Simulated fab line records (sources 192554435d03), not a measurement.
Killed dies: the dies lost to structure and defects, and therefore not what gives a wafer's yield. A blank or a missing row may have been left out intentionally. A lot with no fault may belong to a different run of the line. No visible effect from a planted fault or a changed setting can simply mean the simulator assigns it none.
Matching of chambers + flow n5-finfet + N5_SD_EPI_N_ETCHBACK_44 on rie-diel-04 has 4 sister chambers
The step etches SiNx in CH3F/O2, stops on SiO2, target depth 14.5 nm. 4 wafers are shown with their chamber, then 9 later ones without.

== EACH WAFER AND ITS CHAMBER ==
| wafer  | chamber | showerhead-plenum-p-Torr (Torr) |
|--------|---------|---------------------------------|
| L080.1 | 3       | 2.04                            |
| L087.4 | 0       | 2.06                            |
| L087.5 | 1       | 2.01                            |
| L087.6 | 2       | 1.89                            |

== WAFERS WHOSE CHAMBER IS MISSING ==
| wafer  | showerhead-plenum-p-Torr (Torr) |
|--------|---------------------------------|
| L089.1 | 2.01                            |
| L089.3 | 2.03                            |
| L089.5 | 2.03                            |
| L091.1 | 2.03                            |
| L091.3 | 2.03                            |
| L091.6 | 2.03                            |
| L096.3 | 2.14                            |
| L096.5 | 2.03                            |
| L096.6 | 2.14                            |

== CHAMBER TAKEN BY EACH ==
| wafer  | from the rows above          | in truth |
|--------|------------------------------|----------|
| L089.1 | can't be placed: 1 or 3 or 0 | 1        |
| L089.3 | can't be placed: 3 or 1 or 0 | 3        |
| L089.5 | can't be placed: 3 or 1 or 0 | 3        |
| L091.1 | can't be placed: 3 or 1 or 0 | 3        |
| L091.3 | can't be placed: 3 or 1 or 0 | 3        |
| L091.6 | can't be placed: 3 or 1 or 0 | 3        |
| L096.3 | can't be placed: 0 or 3 or 1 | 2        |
| L096.5 | can't be placed: 3 or 1 or 0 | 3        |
| L096.6 | can't be placed: 0 or 3 or 1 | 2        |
Placed correctly: 0 of 9. Can't be placed from these rows: 9 (the true chamber is among the candidates in 7). Placed wrongly: 0.
How it was worked out, from the rows above alone: a wafer's distance from a chamber is the root of the sum, over the readings, of the square of ((its reading less the chamber's mean) divided by the reading's scatter). If the next closest chamber is less than 2 further off than the closest, the wafer can't be placed; otherwise it belongs to the closest. Each chamber's mean is taken over the wafers shown for it. The scatter: with one shown wafer a chamber, the root of the mean of the squares of how far each hidden wafer lies from its nearest shown one.
